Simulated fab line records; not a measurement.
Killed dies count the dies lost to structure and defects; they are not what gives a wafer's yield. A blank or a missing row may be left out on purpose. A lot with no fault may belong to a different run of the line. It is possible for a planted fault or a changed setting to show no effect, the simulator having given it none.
Matching of chambers || flow nand-harc || NHARC_A_ZERO_WELL_DESCUM_12 on rie-diel-10 has 4 sister chambers
The step chemistry O2, time 3 s. 14 wafers are shown with their chamber, then 7 later ones without.

## WAFERS PAIRED WITH THEIR CHAMBERS
{"wafer": "L853.2", "chamber": 3, "oes-product-au (a.u.)": 1.000, "chamber-pressure-mTorr (mTorr)": 60.09, "rf-vpp-V (V)": 56.0}
{"wafer": "L853.3", "chamber": 0, "oes-product-au (a.u.)": 1.005, "chamber-pressure-mTorr (mTorr)": 60.08, "rf-vpp-V (V)": 57.9}
{"wafer": "L853.5", "chamber": 2, "oes-product-au (a.u.)": 0.985, "chamber-pressure-mTorr (mTorr)": 60.06, "rf-vpp-V (V)": 58.0}
{"wafer": "L857.1", "chamber": 3, "oes-product-au (a.u.)": 0.995, "chamber-pressure-mTorr (mTorr)": 60.04, "rf-vpp-V (V)": 57.9}
{"wafer": "L857.5", "chamber": 0, "oes-product-au (a.u.)": 1.002, "chamber-pressure-mTorr (mTorr)": 59.98, "rf-vpp-V (V)": 57.3}
{"wafer": "L857.6", "chamber": 3, "oes-product-au (a.u.)": 1.000, "chamber-pressure-mTorr (mTorr)": 59.98, "rf-vpp-V (V)": 58.4}
{"wafer": "L860.2", "chamber": 0, "oes-product-au (a.u.)": 0.987, "chamber-pressure-mTorr (mTorr)": 60.07, "rf-vpp-V (V)": 56.8}
{"wafer": "L860.3", "chamber": 2, "oes-product-au (a.u.)": 0.999, "chamber-pressure-mTorr (mTorr)": 60.04, "rf-vpp-V (V)": 58.6}
{"wafer": "L860.4", "chamber": 1, "oes-product-au (a.u.)": 1.008, "chamber-pressure-mTorr (mTorr)": 59.96, "rf-vpp-V (V)": 57.8}
{"wafer": "L864.2", "chamber": 0, "oes-product-au (a.u.)": 1.005, "chamber-pressure-mTorr (mTorr)": 59.97, "rf-vpp-V (V)": 59.5}
{"wafer": "L864.3", "chamber": 1, "oes-product-au (a.u.)": 1.005, "chamber-pressure-mTorr (mTorr)": 60.03, "rf-vpp-V (V)": 57.6}
{"wafer": "L864.5", "chamber": 2, "oes-product-au (a.u.)": 1.001, "chamber-pressure-mTorr (mTorr)": 60.03, "rf-vpp-V (V)": 57.8}
{"wafer": "L866.3", "chamber": 3, "oes-product-au (a.u.)": 0.987, "chamber-pressure-mTorr (mTorr)": 60.04, "rf-vpp-V (V)": 57.0}
{"wafer": "L866.4", "chamber": 0, "oes-product-au (a.u.)": 0.988, "chamber-pressure-mTorr (mTorr)": 59.98, "rf-vpp-V (V)": 57.9}

SIGNATURES, as means of the wafers listed above
{"reading": "oes-product-au", "chamber 0": 0.99740, "chamber 1": 1.00650, "chamber 2": 0.99500, "chamber 3": 0.99550, "scatter within a chamber": 0.00776}
{"reading": "chamber-pressure-mTorr", "chamber 0": 60.0160, "chamber 1": 59.9950, "chamber 2": 60.0433, "chamber 3": 60.0375, "scatter within a chamber": 0.0455}
{"reading": "rf-vpp-V", "chamber 0": 57.880, "chamber 1": 57.700, "chamber 2": 58.133, "chamber 3": 57.325, "scatter within a chamber": 0.886}
Rule: a wafer's distance from a chamber is the root of the sum, over the readings, of the square of ((its reading less the chamber's mean) divided by the reading's scatter). The wafer belongs to the nearest chamber; if the next one is less than 2 further off, it can't be placed. The scatter is the square root of a quotient: the sum, over the shown wafers, of each reading's squared deviation from its chamber's mean, divided by wafers minus chambers.

## WAFERS MISSING THEIR CHAMBER
{"wafer": "L866.5", "oes-product-au (a.u.)": 0.977, "chamber-pressure-mTorr (mTorr)": 59.98, "rf-vpp-V (V)": 59.1}
{"wafer": "L873.1", "oes-product-au (a.u.)": 0.996, "chamber-pressure-mTorr (mTorr)": 60.05, "rf-vpp-V (V)": 57.1}
{"wafer": "L873.3", "oes-product-au (a.u.)": 0.987, "chamber-pressure-mTorr (mTorr)": 60.05, "rf-vpp-V (V)": 57.8}
{"wafer": "L873.4", "oes-product-au (a.u.)": 0.991, "chamber-pressure-mTorr (mTorr)": 59.83, "rf-vpp-V (V)": 57.9}
{"wafer": "L874.2", "oes-product-au (a.u.)": 0.999, "chamber-pressure-mTorr (mTorr)": 60.10, "rf-vpp-V (V)": 58.3}
{"wafer": "L874.3", "oes-product-au (a.u.)": 0.991, "chamber-pressure-mTorr (mTorr)": 60.12, "rf-vpp-V (V)": 58.0}
{"wafer": "L874.6", "oes-product-au (a.u.)": 0.991, "chamber-pressure-mTorr (mTorr)": 59.89, "rf-vpp-V (V)": 57.7}

## WHICH CHAMBER EACH WENT THROUGH
{"wafer": "L866.5", "from the rows above": "can't be placed: 2 or 0 or 3 or 1", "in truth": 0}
{"wafer": "L873.1", "from the rows above": "can't be placed: 3 or 0 or 2 or 1", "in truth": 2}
{"wafer": "L873.3", "from the rows above": "can't be placed: 2 or 3 or 0 or 1", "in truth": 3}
{"wafer": "L873.4", "from the rows above": "can't be placed: 1 or 0 or 3 or 2", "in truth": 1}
{"wafer": "L874.2", "from the rows above": "can't be placed: 2 or 3 or 0 or 1", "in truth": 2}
{"wafer": "L874.3", "from the rows above": "can't be placed: 2 or 3 or 0 or 1", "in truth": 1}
{"wafer": "L874.6", "from the rows above": "can't be placed: 0 or 1 or 3 or 2", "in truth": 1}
Correct placement for 0 of the 7. Cannot be placed on the basis of these rows: 7; the candidates contain the true chamber in 7. Number placed wrongly: 0.
